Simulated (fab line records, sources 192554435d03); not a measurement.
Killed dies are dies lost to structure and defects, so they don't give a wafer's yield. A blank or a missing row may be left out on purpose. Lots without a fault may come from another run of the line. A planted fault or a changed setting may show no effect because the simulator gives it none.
fab line records | flow n5_finfet
record lots=11 wafers=29 last_day=18
route steps=1938 shown BEOL_M10@1473 BEOL_M11@1536 PASSIVATION@1936
lots that met no fault: from a run of the same line without faults
start_h: hours from the record's first day to the start of the lot's first wafer shown | wait_h: hours since the lot's step before | " the same as in the row above | L1.1+2: a row that stands for several wafers | - no value, or no start given | * or withheld: withheld | < > ~ a bound
route shown NAME@n: a module of which the file shows steps, and the number in the route of the first | usual: mean/standard deviation of fault-free wafers | same: alike in all rows | chamber/n: place in a boat | sites: the reading at each site | _std_site: their standard deviation | _edge_site: outer sites' mean less inner sites' | radius_mm: how far each site lies from the wafer's centre | mask NAME#n: copy n | behind: the tool/chamber that last shaped the wafer | hold: why the lot was held/for how many hours/how that ended | device: the transistor (n, p or np) that didn't switch | end of line: the same wafers' tests at the end of the route | a step without rows: its recipe alone | killed: dies lost to structure and defects at the first sort, not the wafer's yield | map: a wafer's dies, x killed, . not, _ none there
set.NAME: the setting as run; set.NAME@STEP: as run at that earlier step | model.NAME: the simulator's own value behind a step, which no gauge read
steps of the route over a sample of lots; a table a step, a row a wafer
services: from which hour (start_h, from the record's first day; less than 0 if before it) a tool's chamber was out of use, for how many hours, and why
## steps
# step N5_BEOL_M10_PECVD_70
# recipe material=SiO2 target_thk_a=200 temp_c=400 precursor=TEOS/O2 pressure_torr=5.5 rf_w=450 teos_flow_sccm=53.8 gas=O2 flow_sccm=3000 time_s=22.7
# usual chamber_pressure_Torr=5.499/0.012 heater_power_w=712/110 showerhead_plenum_p_Torr=8.79/0.064 throttle_valve_pct=22.2/0.65
# columns lot.wafer tool chamber start_h wait_h chamber_pressure_Torr heater_power_w showerhead_plenum_p_Torr throttle_valve_pct
L512.3 pecvd-02 1 253.22 0.0 5.496 703 8.74 22.8
L512.4 " 2 " " 5.481 611 8.84 21.9
L512.5 " 0 " " 5.519 660 8.79 22.1
L513.3 pecvd-04 0 257.39 0.0 5.495 886 8.87 22.4
L513.4 " 2 " " 5.477 677 8.83 21.6
L513.6 " 1 " " 5.500 826 8.66 21.3
L517.1 pecvd-04 1 259.91 0.0 5.497 820 8.68 21.4
L517.3 " 0 " " 5.495 838 8.89 22.9
L520.4 pecvd-02 2 266.85 0.1 5.527 598 8.85 21.7
L520.5 " 1 " " 5.505 720 8.76 22.8
L515.1 pecvd-04 1 267.70 0.0 5.506 811 8.67 21.6
L515.3 " 0 " " 5.503 944 8.90 22.9
L515.6 " 2 " " 5.502 725 8.82 21.9
L522.3 pecvd-04 0 302.79 0.0 5.483 927 8.86 22.8
L522.6 " 2 " " 5.498 663 8.82 21.8
L525.3 pecvd-04 1 329.25 0.0 5.473 816 8.68 21.4
L525.4 " 2 " " 5.492 614 8.82 21.9
L525.5 " 1 " " 5.494 838 8.68 21.4
L528.1 pecvd-03 2 329.98 0.0 5.516 601 8.85 21.2
L528.2 " 0 " " 5.504 630 8.72 21.6
L528.6 " 0 " " 5.489 626 8.70 21.8
L530.2 pecvd-02 1 345.95 0.0 5.474 786 8.74 22.8
L530.4 " 1 " " 5.499 805 8.76 22.9
L530.6 " 2 " " 5.509 574 8.84 22.5
L532.2 pecvd-03 0 352.69 0.0 5.498 720 8.72 22.0
L532.4 " 1 " " 5.508 738 8.80 23.4
L533.4 pecvd-03 0 362.01 0.1 5.513 704 8.72 22.1
L533.5 " 2 " " 5.510 577 8.85 21.4
L533.6 " 1 " " 5.483 779 8.79 23.3
# step N5_BEOL_M10_DEGAS_44
# recipe ambient=vacuum temp_c=250 time_s=60
# usual heater_power_w=334/36
# columns lot.wafer tool chamber start_h wait_h heater_power_w
L512.3 pvd_sputter-03 - 259.47 0.4 326
L512.4 " - " " 339
L512.5 " - " " 336
L513.3 pvd_sputter-01 - 261.60 0.2 311
L513.4 " - " " 396
L513.6 " - " " 266
L517.1 pvd_sputter-01 - 264.69 0.6 389
L517.3 " - " " 261
L520.4 pvd_sputter-01 - 271.35 0.3 264
L520.5 " - " " 318
L515.1 pvd_sputter-03 - 272.14 0.5 337
L515.3 " - " " 392
L515.6 " - " " 333
L522.3 pvd_sputter-03 - 309.67 0.8 372
L522.6 " - " " 340
L525.3 pvd_sputter-01 - 333.89 0.7 267
L525.4 " - " " 308
L525.5 " - " " 387
L528.1 pvd_sputter-03 - 336.80 0.5 332
L528.2 " - " " 319
L528.6 " - " " 324
L530.2 pvd_sputter-02 - 350.74 0.3 332
L530.4 " - " " 304
L530.6 " - " " 300
L532.2 pvd_sputter-02 - 359.84 0.3 307
L532.4 " - " " 327
L533.4 pvd_sputter-03 - 366.79 0.3 373
L533.5 " - " " 340
L533.6 " - " " 388
# step N5_BEOL_M10_CMP_52
# recipe stop_on=SiCOH_lowk t_overpolish_s=7 down_force_psi=1 platen_rpm=50 clearing_platen_down_force_psi=1.5 clearing_platen_rpm=50 post_cmp_clean=cu_alkaline target_thk_nm=140 clearing_platen_pad_velocity_m_s=0.99484 pad_velocity_m_s=0.99484
# usual barrier_field_endpoint_s=28.9/0.78 clearing_platen_rpm=50.000/0.026 motor_current_A=6.0/0.63 retaining_ring_pressure_frac=1.000/0.0049
# columns lot.wafer tool chamber start_h wait_h barrier_field_endpoint_s clearing_platen_rpm motor_current_A retaining_ring_pressure_frac
L512.4 cmp-02 2 261.91 0.2 28.9 50.038 6.1 1.005
L512.3 " 3 " " 28.5 50.047 6.1 1.000
L512.5 " 1 " " 28.8 49.948 5.6 1.001
L513.4 cmp-04 0 265.23 0.1 29.3 49.985 5.0 0.995
L513.3 " 2 " " 30.3 50.025 4.8 0.998
L513.6 " 1 " " 29.4 49.969 6.1 0.997
L517.3 cmp-04 3 266.31 0.2 29.2 50.036 6.9 1.001
L517.1 " 0 " " 28.5 50.007 5.2 0.994
L520.4 cmp-04 1 272.51 0.2 28.1 50.005 5.8 1.001
L520.5 " 3 " " 29.6 49.982 7.0 0.997
L515.1 cmp-04 0 275.42 0.4 27.7 49.987 5.0 0.998
L515.3 " 1 " " 27.8 49.986 5.7 1.007
L515.6 " 2 " " 29.3 50.010 5.2 1.008
L522.3 cmp-01 2 310.87 0.2 37.1 50.065 5.7 0.996
L522.6 " 2 " " 37.0 50.023 5.5 1.000
L525.4 cmp-04 2 335.87 0.2 30.1 50.006 5.1 1.012
L525.3 " 3 " " 38.1 50.035 6.9 1.002
L525.5 " 2 " " 29.2 50.006 5.3 1.006
L528.1 cmp-01 0 339.44 0.3 27.7 50.010 6.7 1.003
L528.2 " 1 " " 28.1 49.971 6.1 1.003
L528.6 " 0 " " 28.9 50.011 6.7 0.997
L530.2 cmp-01 3 352.12 0.2 27.9 49.948 5.6 0.999
L530.4 " 2 " " 28.7 50.017 5.7 1.005
L530.6 " 0 " " 28.2 49.968 6.8 1.000
L532.2 cmp-02 0 361.42 0.4 28.7 49.995 6.4 1.003
L532.4 " 2 " " 29.7 50.003 6.3 1.009
L533.4 cmp-02 0 369.56 0.2 30.0 50.027 6.0 0.997
L533.5 " 3 " " 29.1 49.969 6.5 0.994
L533.6 " 0 " " 28.8 50.014 6.4 0.998
# step N5_BEOL_M10_THK_MEAS_53
# recipe thk_meas_gauge=xrf reads=Cu_of_BEOL_M10_ECD_50
# usual M10_THK=138.8/2.6
# columns lot.wafer tool chamber start_h wait_h M10_THK[nm]
L512.3 film_metro-01 - 262.14 - 138.8
L512.4 " - " " 141.5
L512.5 " - " " 138.3
L513.3 film_metro-01 - 265.53 - 141.2
L513.4 " - " " 143.6
L513.6 " - " " 138.1
L517.1 film_metro-01 - 266.60 - 141.9
L517.3 " - " " 139.9
L520.4 film_metro-02 - 272.73 - 133.3
L520.5 " - " " 138.2
L515.1 film_metro-01 - 275.64 - 141.3
L515.3 " - " " 133.7
L515.6 " - " " 141.8
L522.3 film_metro-01 - 311.16 - 138.9
L522.6 " - " " 139.8
L525.3 film_metro-01 - 336.13 - 139.9
L525.4 " - " " 138.9
L525.5 " - " " 136.7
L528.1 film_metro-01 - 339.73 - 135.4
L528.2 " - " " 136.6
L528.6 " - " " 136.3
L530.2 film_metro-02 - 352.42 - 134.4
L530.4 " - " " 137.6
L530.6 " - " " 134.3
L532.2 film_metro-02 - 361.72 - 139.3
L532.4 " - " " 142.9
L533.4 film_metro-02 - 369.82 - 138.8
L533.5 " - " " 139.8
L533.6 " - " " 140.4
# step N5_BEOL_M11_ILD_DEP_00
# recipe material=SiCOH_lowk target_thk_a=3085.1 temp_c=300 precursor=DEMS/porogen pressure_torr=5 rf_w=500 time_s=58
# usual chamber_pressure_Torr=5.000/0.01 heater_power_w=306/59 showerhead_plenum_p_Torr=5.736/0.018 throttle_valve_pct=13.8/0.42
# columns lot.wafer tool chamber start_h wait_h chamber_pressure_Torr heater_power_w showerhead_plenum_p_Torr throttle_valve_pct
L512.3 pecvd-02 2 262.33 0.0 4.996 257 5.750 13.2
L512.4 " 2 " " 5.015 263 5.749 13.3
L512.5 " 0 " " 5.003 247 5.745 13.8
L513.3 pecvd-02 0 265.72 0.0 4.998 241 5.738 14.0
L513.4 " 0 " " 5.017 251 5.756 13.8
L513.6 " 2 " " 4.979 273 5.758 13.4
L517.1 pecvd-01 0 266.80 0.0 5.012 252 5.711 13.7
L517.3 " 1 " " 4.976 263 5.733 14.5
L520.4 pecvd-01 2 272.96 0.1 5.020 272 5.720 13.2
L520.5 " 1 " " 5.007 278 5.729 14.2
L515.1 pecvd-01 1 275.84 0.0 5.020 244 5.734 14.2
L515.3 " 2 " " 4.985 287 5.720 13.3
L515.6 " 2 " " 5.015 289 5.736 13.1
L522.3 pecvd-04 0 311.39 0.1 4.985 414 5.758 14.0
L522.6 " 0 " " 5.003 441 5.766 14.0
L525.3 pecvd-04 1 336.32 0.0 5.024 363 5.719 13.1
L525.4 " 0 " " 5.020 448 5.749 13.9
L525.5 " 2 " " 5.006 325 5.750 13.7
L528.1 pecvd-01 1 339.93 0.0 5.003 272 5.734 14.5
L528.2 " 0 " " 4.984 294 5.718 13.9
L528.6 " 0 " " 4.994 299 5.717 13.7
L530.2 pecvd-02 0 352.62 0.0 5.011 281 5.749 13.6
L530.4 " 1 " " 5.007 295 5.719 14.1
L530.6 " 0 " " 5.003 288 5.740 13.6
L532.2 pecvd-04 1 361.92 0.0 4.989 361 5.722 13.2
L532.4 " 2 " " 5.003 326 5.755 13.5
L533.4 pecvd-01 0 370.05 0.1 4.996 267 5.720 13.8
L533.5 " 2 " " 5.007 270 5.700 13.2
L533.6 " 1 " " 5.014 225 5.755 14.5
# step N5_PASSIVATION_PROBE_49
# usual defect_limited_yield=91.2/1.6 killed_at_M0_to_M3=35/11 killed_at_M4_up=14/5.4 killed_at_contacts=13/6 killed_at_front_end=38/11 killed_at_other=3.4/2.6 killed_dies=104/19 killed_open=68/13 killed_short=34/8.5 sort_bin_5_function=5.1/1 sort_bin_6_memory=3.3/0.72 sort_n_pass=1075/22 sort_yield_pct=91.1/1.9
# same gross_dies=1180 killed_at_back_side=0 sort_bin_4_leakage[%]=0 sort_bin_8_speed[%]=0
# columns lot.wafer tool chamber start_h wait_h defect_limited_yield[%] killed_at_M0_to_M3 killed_at_M4_up killed_at_contacts killed_at_front_end killed_at_other killed_dies killed_open killed_short sort_bin_5_function[%] sort_bin_6_memory[%] sort_n_pass sort_yield_pct[%]
L512.3 prober-01 - 315.18 0.1 90.2 32 20 12 48 4 116 76 38 5.5 4.1 1064 90.2
L512.4 prober-01 - 315.23 0.2 91.0 48 16 13 25 4 106 62 38 5.9 2.4 1074 91.0
L512.5 prober-01 - 315.28 0.2 90.8 49 12 9 36 2 108 74 34 5.2 3.6 1072 90.8
L513.3 prober-02 - 320.37 0.3 91.4 39 13 10 34 5 101 67 32 5.5 3.0 1079 91.4
L513.4 prober-02 - 320.42 0.3 93.7 29 19 6 19 1 74 48 26 3.6 2.5 1106 93.7
L513.6 prober-02 - 320.52 0.4 93.6 34 9 4 24 5 76 54 22 3.8 2.5 1104 93.6
L517.1 prober-01 - 321.35 0.0 89.4 48 17 15 42 3 125 85 36 6.8 3.1 1055 89.4
L517.3 prober-01 - 321.45 0.1 91.4 41 14 9 38 0 102 74 28 4.8 3.6 1078 91.4
L520.4 prober-01 - 331.64 0.2 92.5 25 13 11 36 3 88 60 26 4.0 3.1 1092 92.5
L520.5 prober-01 - 331.69 0.2 91.1 39 9 17 36 4 105 63 41 5.8 2.7 1075 91.1
L515.1 prober-02 - 332.81 0.0 91.8 33 8 17 35 4 97 67 29 5.7 2.1 1083 91.8
L515.3 prober-02 - 332.91 0.1 91.2 40 9 16 36 3 104 65 35 5.0 2.9 1076 91.2
L515.6 prober-02 - 333.06 0.3 90.3 46 16 20 32 1 115 73 35 5.6 3.5 1065 90.3
L522.3 prober-02 - 355.97 0.1 90.4 39 18 10 41 5 113 80 33 5.6 3.8 1067 90.4
L522.6 prober-02 - 356.12 0.3 87.6 57 23 12 50 4 146 95 49 7.0 4.9 1034 87.6
L525.3 prober-01 - 395.66 0.1 90.5 44 6 20 36 6 112 75 34 5.3 3.9 1068 90.5
L525.4 prober-01 - 395.71 0.2 93.1 30 12 17 21 1 81 51 27 4.0 2.6 1099 93.1
L525.5 prober-01 - 395.76 0.2 91.3 44 15 9 29 6 103 68 31 5.4 2.7 1077 91.3
L528.1 prober-01 - 396.43 0.0 87.9 40 13 21 67 2 143 89 51 7.0 4.6 1037 87.9
L528.2 prober-01 - 396.48 0.1 90.1 44 17 4 51 1 117 81 35 5.9 3.6 1063 90.1
L528.6 prober-01 - 396.68 0.3 88.1 36 23 24 56 1 140 100 38 7.6 3.6 1040 88.1
L530.2 prober-02 - 408.33 0.1 91.9 37 17 16 23 3 96 72 24 4.8 3.0 1084 91.9
L530.4 prober-02 - 408.43 0.2 88.0 67 19 24 30 2 142 97 43 6.4 5.1 1038 88.0
L530.6 prober-02 - 408.53 0.3 93.1 35 5 10 28 3 81 63 18 4.4 2.3 1099 93.1
L532.2 prober-01 - 409.02 0.1 88.1 31 22 20 67 0 140 94 43 7.4 4.0 1040 88.1
L532.4 prober-01 - 409.12 0.2 90.8 37 15 16 39 1 108 69 37 5.3 3.6 1072 90.8
L533.4 prober-01 - 422.32 0.6 92.3 26 15 10 37 3 91 62 29 4.2 3.4 1089 92.3
L533.5 prober-01 - 422.37 0.6 94.3 21 10 2 34 0 67 50 17 3.5 2.0 1113 94.3
L533.6 prober-01 - 422.42 0.7 93.0 16 21 18 26 2 83 61 21 4.2 2.7 1097 93.0
# killed by level:class
L512.3 FIN_SAQP:geometric_particle:short=13 FIN_SAQP:geometric_particle:open=9 STI_FIN_REVEAL:geometric_particle:open=9 MOL_CONTACT_COAG:geometric_particle:open=9 BEOL_M4:geometric_particle:open=9 BEOL_M3:geometric_particle:open=8 BEOL_M2:geometric_particle:short=5 GATE_CUT:geometric_particle:short=5
L512.4 BEOL_M3:geometric_particle:open=15 MOL_CONTACT_COAG:geometric_particle:open=10 BEOL_M0_SAQP:geometric_particle:short=9 BEOL_M4:geometric_particle:open=8 BEOL_M2:geometric_particle:open=6 FIN_SAQP:geometric_particle:short=4 GATE_CUT:geometric_particle:short=4 BEOL_M0:geometric_particle:short=4
L512.5 BEOL_M2:geometric_particle:open=17 STI_FIN_REVEAL:geometric_particle:open=11 FIN_SAQP:geometric_particle:open=9 BEOL_M0_SAQP:geometric_particle:open=7 MOL_CONTACT_COAG:geometric_particle:open=6 BEOL_M0_SAQP:geometric_particle:short=5 BEOL_M2:geometric_particle:short=5 FIN_SAQP:geometric_particle:short=4
L513.3 FIN_SAQP:geometric_particle:open=9 MOL_CONTACT_COAG:geometric_particle:open=9 BEOL_M3:geometric_particle:open=8 BEOL_M0_SAQP:geometric_particle:short=7 BEOL_M0_SAQP:geometric_particle:open=6 BEOL_M2:geometric_particle:open=6 BEOL_M1:geometric_particle:open=5 BEOL_M3:geometric_particle:short=5
L513.4 BEOL_M0_SAQP:geometric_particle:short=9 BEOL_M4:geometric_particle:open=8 BEOL_M1:geometric_particle:open=7 STI_FIN_REVEAL:geometric_particle:open=6 GATE_CUT:geometric_particle:short=4 MOL_CONTACT_COAG:geometric_particle:open=4 BEOL_M0_SAQP:geometric_particle:open=4 BEOL_M5:geometric_particle:open=4
L513.6 BEOL_M1:geometric_particle:open=10 BEOL_M3:geometric_particle:open=7 STARTING-WAFER:geometric_particle:short=6 FIN_SAQP:geometric_particle:open=5 BEOL_M0_SAQP:geometric_particle:open=5 DUMMY_GATE:geometric_particle:open=4 MOL_CONTACT_COAG:geometric_particle:open=4 BEOL_M0_SAQP:geometric_particle:short=4
L517.1 BEOL_M2:geometric_particle:open=14 MOL_CONTACT_COAG:geometric_particle:open=11 FIN_SAQP:geometric_particle:open=8 BEOL_M1:geometric_particle:open=8 BEOL_M4:geometric_particle:open=7 BEOL_M0_SAQP:geometric_particle:open=6 STI_FIN_REVEAL:geometric_particle:open=6 BEOL_M0:geometric_particle:open=6
L517.3 BEOL_M0_SAQP:geometric_particle:open=10 STI_FIN_REVEAL:geometric_particle:open=8 FIN_SAQP:geometric_particle:open=7 MOL_CONTACT_COAG:geometric_particle:open=7 BEOL_M0_SAQP:geometric_particle:short=7 BEOL_M2:geometric_particle:open=7 BEOL_M0:geometric_particle:open=7 BEOL_M4:geometric_particle:open=7
L520.4 FIN_SAQP:geometric_particle:open=11 MOL_CONTACT_COAG:geometric_particle:open=10 BEOL_M3:geometric_particle:open=7 BEOL_M2:geometric_particle:open=6 FIN_SAQP:geometric_particle:short=4 BEOL_M1:geometric_particle:open=4 BEOL_M3:geometric_particle:short=4 STI_FIN_REVEAL:geometric_particle:open=3
L520.5 MOL_CONTACT_COAG:geometric_particle:open=15 BEOL_M2:geometric_particle:open=9 BEOL_M3:geometric_particle:short=8 BEOL_M3:geometric_particle:open=7 FIN_SAQP:geometric_particle:open=5 GATE_CUT:geometric_particle:short=5 BEOL_M2:geometric_particle:short=5 FIN_SAQP:geometric_particle:short=4
L515.1 BEOL_M0_SAQP:geometric_particle:open=13 MOL_CONTACT_COAG:geometric_particle:open=9 DUMMY_GATE:geometric_particle:open=8 MOL_CONTACT_COAG:geometric_particle:short=8 FIN_SAQP:geometric_particle:open=6 STARTING-WAFER:geometric_particle:open=6 BEOL_M1:geometric_particle:open=6 BEOL_M0_SAQP:geometric_particle:short=5
L515.3 STI_FIN_REVEAL:geometric_particle:open=11 MOL_CONTACT_COAG:geometric_particle:open=10 BEOL_M1:geometric_particle:open=10 BEOL_M2:geometric_particle:open=9 BEOL_M1:geometric_particle:short=7 MOL_CONTACT_COAG:geometric_particle:short=6 FIN_SAQP:geometric_particle:short=5 GATE_CUT:geometric_particle:short=5
L515.6 MOL_CONTACT_COAG:geometric_particle:open=16 BEOL_M0_SAQP:geometric_particle:short=11 BEOL_M2:geometric_particle:open=11 BEOL_M1:geometric_particle:open=8 BEOL_M4:geometric_particle:open=8 FIN_SAQP:geometric_particle:short=5 STI_FIN_REVEAL:geometric_particle:open=5 BEOL_M3:geometric_particle:open=5
L522.3 STI_FIN_REVEAL:geometric_particle:open=13 FIN_SAQP:geometric_particle:short=11 BEOL_M2:geometric_particle:open=9 MOL_CONTACT_COAG:geometric_particle:open=8 FIN_SAQP:geometric_particle:open=7 BEOL_M1:geometric_particle:open=6 BEOL_M3:geometric_particle:open=6 BEOL_M0:geometric_particle:open=5
L522.6 FIN_SAQP:geometric_particle:open=12 BEOL_M0_SAQP:geometric_particle:short=11 MOL_CONTACT_COAG:geometric_particle:open=10 BEOL_M2:geometric_particle:open=9 FIN_SAQP:geometric_particle:short=8 BEOL_M0_SAQP:geometric_particle:open=8 BEOL_M1:geometric_particle:open=8 BEOL_M5:geometric_particle:open=8
L525.3 MOL_CONTACT_COAG:geometric_particle:open=19 BEOL_M2:geometric_particle:open=9 STI_FIN_REVEAL:geometric_particle:open=8 BEOL_M0_SAQP:geometric_particle:open=8 BEOL_M1:geometric_particle:open=6 BEOL_M2:geometric_particle:short=6 FIN_SAQP:geometric_particle:short=5 ILD0:geometric_particle:short=5
L525.4 MOL_CONTACT_COAG:geometric_particle:open=14 BEOL_M2:geometric_particle:open=7 BEOL_M3:geometric_particle:open=7 BEOL_M0_SAQP:geometric_particle:short=6 FIN_SAQP:geometric_particle:short=5 BEOL_M0_SAQP:geometric_particle:open=5 DUMMY_GATE:geometric_particle:open=4 BEOL_M7:geometric_particle:open=4
L525.5 STI_FIN_REVEAL:geometric_particle:open=9 BEOL_M0_SAQP:geometric_particle:short=9 BEOL_M0_SAQP:geometric_particle:open=9 MOL_CONTACT_COAG:geometric_particle:open=7 BEOL_M3:geometric_particle:open=6 DUMMY_GATE:geometric_particle:open=5 BEOL_M1:geometric_particle:open=5 BEOL_M2:geometric_particle:open=5
L528.1 FIN_SAQP:geometric_particle:open=19 BEOL_M0_SAQP:geometric_particle:open=15 FIN_SAQP:geometric_particle:short=14 MOL_CONTACT_COAG:geometric_particle:open=13 GATE_CUT:geometric_particle:short=9 MOL_CONTACT_COAG:geometric_particle:short=8 BEOL_M4:geometric_particle:open=7 BEOL_M3:geometric_particle:open=7
L528.2 FIN_SAQP:geometric_particle:open=18 BEOL_M2:geometric_particle:open=15 STI_FIN_REVEAL:geometric_particle:open=9 FIN_SAQP:geometric_particle:short=7 BEOL_M0_SAQP:geometric_particle:open=7 BEOL_M0_SAQP:geometric_particle:short=6 BEOL_M4:geometric_particle:open=5 BEOL_M0:geometric_particle:short=5
L528.6 MOL_CONTACT_COAG:geometric_particle:open=20 FIN_SAQP:geometric_particle:open=19 BEOL_M4:geometric_particle:open=17 FIN_SAQP:geometric_particle:short=12 BEOL_M0_SAQP:geometric_particle:short=9 BEOL_M0_SAQP:geometric_particle:open=9 GATE_CUT:geometric_particle:open=8 BEOL_M1:geometric_particle:open=8
L530.2 BEOL_M2:geometric_particle:open=17 MOL_CONTACT_COAG:geometric_particle:open=12 FIN_SAQP:geometric_particle:open=8 BEOL_M4:geometric_particle:open=7 FIN_SAQP:geometric_particle:short=4 DUMMY_GATE:geometric_particle:open=4 MOL_CONTACT_COAG:geometric_particle:short=4 BEOL_M0_SAQP:geometric_particle:short=4
L530.4 MOL_CONTACT_COAG:geometric_particle:open=18 BEOL_M2:geometric_particle:open=18 BEOL_M0_SAQP:geometric_particle:short=18 STI_FIN_REVEAL:geometric_particle:open=11 BEOL_M0_SAQP:geometric_particle:open=10 BEOL_M1:geometric_particle:open=10 BEOL_M4:geometric_particle:open=10 MOL_CONTACT_COAG:geometric_particle:short=6
L530.6 BEOL_M2:geometric_particle:open=20 FIN_SAQP:geometric_particle:open=8 MOL_CONTACT_COAG:geometric_particle:open=8 BEOL_M0_SAQP:geometric_particle:open=7 FIN_SAQP:geometric_particle:short=6 STI_FIN_REVEAL:geometric_particle:open=5 BEOL_M3:geometric_particle:open=4 BEOL_M0:geometric_particle:open=3
L532.2 STI_FIN_REVEAL:geometric_particle:open=20 MOL_CONTACT_COAG:geometric_particle:open=16 FIN_SAQP:geometric_particle:short=14 BEOL_M4:geometric_particle:open=14 BEOL_M3:geometric_particle:open=9 FIN_SAQP:geometric_particle:open=8 STI_FIN_REVEAL:geometric_particle:short=5 BEOL_M0_SAQP:geometric_particle:short=5
L532.4 MOL_CONTACT_COAG:geometric_particle:open=15 BEOL_M3:geometric_particle:open=13 BEOL_M0_SAQP:geometric_particle:open=9 BEOL_M0_SAQP:geometric_particle:short=9 FIN_SAQP:geometric_particle:short=8 STI_FIN_REVEAL:geometric_particle:open=6 FIN_SAQP:geometric_particle:open=6 STI_FIN_REVEAL:geometric_particle:short=4
L533.4 FIN_SAQP:geometric_particle:open=11 MOL_CONTACT_COAG:geometric_particle:open=10 FIN_SAQP:geometric_particle:short=6 BEOL_M2:geometric_particle:open=6 BEOL_M0:geometric_particle:open=5 STI_FIN_REVEAL:geometric_particle:open=4 DUMMY_GATE:geometric_particle:open=4 BEOL_M3:geometric_particle:open=4
L533.5 STI_FIN_REVEAL:geometric_particle:open=12 FIN_SAQP:geometric_particle:short=6 BEOL_M0:geometric_particle:open=6 BEOL_M2:geometric_particle:open=6 STARTING-WAFER:geometric_particle:open=5 FIN_SAQP:geometric_particle:open=4 BEOL_M4:geometric_particle:open=4 BEOL_M0_SAQP:geometric_particle:short=3
L533.6 MOL_CONTACT_COAG:geometric_particle:open=16 BEOL_M4:geometric_particle:open=11 BEOL_M0_SAQP:geometric_particle:short=7 STI_FIN_REVEAL:geometric_particle:open=5 DUMMY_GATE:geometric_particle:open=5 FIN_SAQP:geometric_particle:open=4 BEOL_M2:geometric_particle:open=4 GATE_CUT:geometric_particle:short=3
## services
# columns tool chamber start_h hours kind
pecvd-01 1 232.63 - calibration
pvd_sputter-03 - 239.40 1.2 repair
cmp-01 - 239.82 5.8 repair
pecvd-03 2 241.42 8.2 repair
cmp-02 - 246.69 7.8 pm
cmp-01 - 247.03 0.3 repair
cmp-01 - 247.35 1.5 repair
cmp-04 - 253.92 7.0 pm
cmp-01 - 260.03 0.9 repair
cmp-01 - 267.74 4.1 pm
cmp-01 - 277.06 4.0 pm
cmp-01 - 281.06 - consumable_replace:conditioner
cmp-01 - 281.06 - consumable_replace:pad
pecvd-02 1 295.80 5.9 repair
pecvd-03 2 302.47 2.1 scheduled_down
pecvd-04 0 308.86 2.1 scheduled_down
cmp-02 - 338.94 2.4 repair
cmp-02 - 346.39 0.6 repair
pecvd-03 - 352.80 0.8 pm
pvd_sputter-01 - 352.83 2.6 repair
cmp-02 - 355.98 1.0 repair
pecvd-04 - 357.00 0.6 repair
cmp-04 - 357.06 31.8 repair
cmp-01 - 358.42 3.8 repair
## key
first_sign step=N5_BEOL_M10_CMP_52 reading=barrier_field_endpoint_s direction=up sigmas=11 usual=28.9 struck=37.4
effect none on later readings
met_at N5_BEOL_M10_PECVD_70
struck_lots L522,L525
struck_wafers L522.3,L522.6,L525.3
not_acting_at N5_BEOL_M10_DEGAS_44,N5_BEOL_M10_THK_MEAS_53,N5_BEOL_M11_ILD_DEP_00
onset_between 267.70 302.79
fault kind=process_parameter_drift tool=pecvd-04 chamber=- onset_h=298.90 steps=N5_BEOL_M10_PECVD_70 channel=time_s offset=* shape=step end_h=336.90 scope=struck_wafers_only acts_in=* stated=*
